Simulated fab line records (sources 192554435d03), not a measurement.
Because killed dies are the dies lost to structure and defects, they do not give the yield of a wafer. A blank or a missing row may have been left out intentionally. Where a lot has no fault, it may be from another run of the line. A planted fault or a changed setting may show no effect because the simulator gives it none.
Which of the tools did it?    flow n5_finfet    9 lots with 25 wafers sampled at 5 steps, on a route of 1938 steps

WHAT THE GAUGES SHOWED, per wafer
N5_MOL_CONTACT_COAG_THK_MEAS_29. Usual: MD_CAP_THK typically reads 17.89 nm, with standard deviation 0.089.
lot   measured      on             MD_CAP_THK (nm)    flag
L743  day 4 23:09   film_metro-01  18.03 17.99 17.94  
L750  day 6 22:44   film_metro-02  17.99 17.99 17.87  
L751  day 7 03:58   film_metro-01  17.90 17.82        
L753  day 7 15:48   film_metro-02  17.70 17.81        
L755  day 8 07:22   film_metro-02  17.90 17.77 17.97  
L757  day 8 16:25   film_metro-02  17.97 18.05 17.83  
L763  day 10 00:56  film_metro-02  17.84 17.69 17.85  
L765  day 10 20:12  film_metro-02  17.95 17.99 17.96  
L766  day 11 05:10  film_metro-01  17.92 17.92 17.84  

N5_BEOL_M4_RC_MEAS_101. Usual: DIBL_N 35.7 mV/V, standard deviation 1.3; DIBL_P 35.4 mV/V, standard deviation 1.8; IOFF_N 0.152 nA/um, standard deviation 0.027; IOFF_P 0.20 nA/um, standard deviation 0.034; ION_N 672 uA/um, standard deviation 9.8; ION_P 461 uA/um, standard deviation 7.5; SS_N 71.4 mV/dec, standard deviation 0.55; SS_P 73.1 mV/dec, standard deviation 0.61; VT_N 251 mV, standard deviation 3.3; VT_P -251 mV, standard deviation 3.6.
lot   measured      on         DIBL_N (mV/V)   DIBL_P (mV/V)   IOFF_N (nA/um)     IOFF_P (nA/um)  ION_N (uA/um)  ION_P (uA/um)  SS_N (mV/dec)   SS_P (mV/dec)   VT_N (mV)    VT_P (mV)       flag
L743  day 7 18:44   prober-02  37.2 35.0 35.2  39.2 38.2 36.6  0.199 0.160 0.161  0.27 0.24 0.22  681 672 684    469 465 467    72.2 71.1 71.0  74.2 73.9 73.7  247 248 248  -244 -246 -247  
L750  day 9 17:50   prober-02  36.0 35.9 35.6  36.9 36.5 35.6  0.162 0.157 0.153  0.21 0.20 0.20  676 682 674    465 459 462    72.1 71.7 71.3  73.2 72.6 73.1  247 248 248  -251 -250 -250  
L751  day 10 02:38  prober-02  35.4 35.1       34.2 34.0       0.139 0.131        0.19 0.19       668 674        459 463        71.7 71.6       73.3 72.7       254 255      -248 -253       
L753  day 10 11:38  prober-02  35.7 34.8       35.6 34.8       0.148 0.139        0.22 0.21       662 677        463 465        71.3 70.7       73.1 73.3       250 250      -248 -248       
L755  day 11 00:10  prober-02  35.2 34.1 35.6  34.3 33.3 35.7  0.139 0.125 0.146  0.16 0.15 0.17  649 659 653    445 449 445    71.2 70.1 71.2  73.1 73.0 73.2  252 251 254  -256 -256 -256  
L757  day 11 20:35  prober-01  36.5 36.3 35.8  35.6 37.1 35.7  0.155 0.163 0.149  0.21 0.23 0.20  667 668 663    460 465 460    71.5 71.2 71.9  73.4 72.8 72.5  252 250 250  -252 -247 -248  
L763  day 12 17:35  prober-02  33.4 33.5 36.0  34.1 33.9 36.6  0.116 0.108 0.151  0.15 0.15 0.18  656 649 663    451 445 452    71.0 70.8 71.3  72.4 72.5 73.1  256 258 251  -258 -256 -257  
L765  day 13 20:10  prober-01  34.3 36.4 35.3  34.6 36.6 35.2  0.123 0.150 0.124  0.18 0.20 0.17  663 673 667    458 464 456    71.2 71.5 71.2  72.0 73.5 72.7  253 250 253  -252 -250 -251  
L766  day 14 06:29  prober-02  34.8 33.8 35.4  33.5 32.4 34.7  0.121 0.104 0.132  0.19 0.17 0.20  674 653 668    459 457 467    70.5 70.8 71.3  73.0 72.3 73.0  254 259 252  -252 -253 -249  

TOOL THAT RAN EACH LOT (tool first, then ch and the chambers of the sampled wafers, then the start)
lot   N5_MOL_CONTACT_COAG_ALD_123        N5_MOL_CONTACT_COAG_ETCH_47         N5_MOL_CONTACT_COAG_DESCUM_45
L743  ald_sin-01 ch 0,2, day 4 23:11     rie_diel-06 ch 0,1,3, day 5 00:43   rie_diel-05 ch 0,1, day 5 01:26
L750  ald_sin-03 ch 0,1,2, day 6 22:46   rie_diel-06 ch 0,2,3, day 7 00:40   rie_diel-05 ch 1,2,3, day 7 01:44
L751  ald_sin-01 ch 2,3, day 7 05:24     rie_diel-06 ch 2,3, day 7 07:01     rie_diel-05 ch 2,3, day 7 07:44
L753  ald_sin-01 ch 2,3, day 7 16:37     rie_diel-06 ch 1,2, day 7 18:11     rie_diel-01 ch 1,2, day 7 18:51
L755  ald_sin-01 ch 0,1,2, day 8 07:23   rie_diel-05 ch 1,3, day 8 09:01     rie_diel-01 ch 0,1,3, day 8 09:41
L757  ald_sin-03 ch 1,2, day 8 18:25     rie_diel-05 ch 0,1,2, day 8 20:04   rie_diel-06 ch 0,2,3, day 8 20:52
L763  ald_sin-01 ch 1,2,3, day 10 00:58  rie_diel-01 ch 0,1, day 10 02:33    rie_diel-05 ch 1,2, day 10 03:25
L765  ald_sin-03 ch 1,2,3, day 10 20:23  rie_diel-06 ch 0,1,2, day 10 22:08  rie_diel-01 ch 1,2,3, day 10 23:09
L766  ald_sin-04 ch 0,1,3, day 11 05:13  rie_diel-06 ch 0,1,3, day 11 06:55  rie_diel-05 ch 1,2, day 11 07:52
- N5_MOL_CONTACT_COAG_ALD_123: deposits SiNx, target thk 5 nm, pulse time 1 s, purge time 2 s.
- N5_MOL_CONTACT_COAG_ETCH_47: etches SiNx in CH3F/O2, stops on W, target depth 27 nm.
- N5_MOL_CONTACT_COAG_DESCUM_45: chemistry O2, time 7 s.

WHAT THE TOOLS THEMSELVES READ (means of the sampled wafers that have a number; where no wafer has one, the mark that the record gives instead)
N5_MOL_CONTACT_COAG_ALD_123. Usual: heater_power_w 873 W, standard deviation 76; precursor_pulse_height_rel 0.997, standard deviation 0.02.
lot   tool        heater_power_w (W)  precursor_pulse_height_rel  flag
L743  ald_sin-01  844                 0.973                       
L750  ald_sin-03  867                 1.003                       
L751  ald_sin-01  800                 0.996                       
L753  ald_sin-01  800                 0.978                       
L755  ald_sin-01  887                 0.992                       
L757  ald_sin-03  874                 1.000                       
L763  ald_sin-01  866                 0.995                       
L765  ald_sin-03  886                 1.008                       
L766  ald_sin-04  896                 1.003                       

N5_MOL_CONTACT_COAG_ETCH_47. Usual: drypump_motor_current_A is 5.6 A with standard deviation 0.48, etch_rf_on_time_s is 31.2 s with standard deviation 0.48, oes_o_777_au is 0.81 a.u. with standard deviation 0.085, oes_product_au is 0.72 a.u. with standard deviation 0.079, rf_vpp_V is 296.3 V with standard deviation 2.4, showerhead_plenum_p_Torr is 2.03 Torr with standard deviation 0.073, and throttle_valve_pct is 16.42 % with standard deviation 0.26.
lot   tool         drypump_motor_current_A (A)  etch_rf_on_time_s (s)  oes_o_777_au (a.u.)  oes_product_au (a.u.)  rf_vpp_V (V)  showerhead_plenum_p_Torr (Torr)  throttle_valve_pct (%)  flag
L743  rie_diel-06  5.6                          31.1                   0.84                 0.75                   297.6         2.11                             16.49                   
L750  rie_diel-06  5.4                          31.4                   0.77                 0.68                   297.2         2.05                             16.59                   
L751  rie_diel-06  5.8                          31.5                   0.71                 0.63                   297.4         2.02                             16.67                   
L753  rie_diel-06  6.0                          30.9                   0.80                 0.71                   294.6         2.05                             16.48                   
L755  rie_diel-05  5.7                          30.7                   0.92                 0.81                   297.7         2.07                             16.05                   
L757  rie_diel-05  5.7                          30.7                   0.87                 0.79                   295.3         1.98                             16.20                   
L763  rie_diel-01  6.0                          31.4                   0.69                 0.61                   294.4         1.98                             16.73                   
L765  rie_diel-06  5.6                          31.4                   0.79                 0.70                   295.9         2.06                             16.52                   
L766  rie_diel-06  5.6                          30.6                   0.88                 0.79                   297.1         2.09                             16.44                   

N5_MOL_CONTACT_COAG_DESCUM_45. Usual: drypump_motor_current_A 5.6 A, standard deviation 0.38; o2_flow_sccm 225.1 sccm, standard deviation 0.69; oes_product_au 0.80 a.u., standard deviation 0.088; rf_vpp_V 243.1 V, standard deviation 1.3; showerhead_plenum_p_Torr 2.08 Torr, standard deviation 0.066; throttle_valve_pct 20.38 %, standard deviation 0.26.
lot   tool         drypump_motor_current_A (A)  o2_flow_sccm (sccm)  oes_product_au (a.u.)  rf_vpp_V (V)  showerhead_plenum_p_Torr (Torr)  throttle_valve_pct (%)  flag
L743  rie_diel-05  5.7                          225.7                0.84                   242.2         2.08                             20.24                   
L750  rie_diel-05  5.5                          225.4                0.92                   244.8         2.14                             20.29                   
L751  rie_diel-05  5.3                          225.6                0.89                   243.3         2.13                             20.38                   
L753  rie_diel-01  5.4                          225.9                0.74                   243.4         2.05                             20.43                   
L755  rie_diel-01  5.7                          225.2                0.73                   242.2         2.06                             20.48                   
L757  rie_diel-06  5.4                          224.5                0.74                   243.2         2.15                             20.71                   
L763  rie_diel-05  5.8                          224.7                0.86                   243.3         2.06                             20.45                   
L765  rie_diel-01  5.4                          224.6                0.74                   243.5         2.03                             20.33                   
L766  rie_diel-05  5.9                          224.7                0.86                   243.3         2.09                             20.31                   

THE ANSWER, worked out from the rows above alone
Rule: a lot is off if the mean of its wafers that have a number lies more than 3 standard deviations from the usual mean. A lot without any number at a reading at which 4 lots or more have one is off too. Any other lot the step has rows for is counted as sound. First the gauges in route order, then the tools' own readings, where a lot's mean is used as printed above. The first step at which some lot is off is used, and at that step the reading that is off furthest; a lot without a number counts as furthest.
No lot is off on any of the readings shown, so nothing can be concluded from this.

WHAT HAD BEEN PUT IN BY THE SIMULATOR
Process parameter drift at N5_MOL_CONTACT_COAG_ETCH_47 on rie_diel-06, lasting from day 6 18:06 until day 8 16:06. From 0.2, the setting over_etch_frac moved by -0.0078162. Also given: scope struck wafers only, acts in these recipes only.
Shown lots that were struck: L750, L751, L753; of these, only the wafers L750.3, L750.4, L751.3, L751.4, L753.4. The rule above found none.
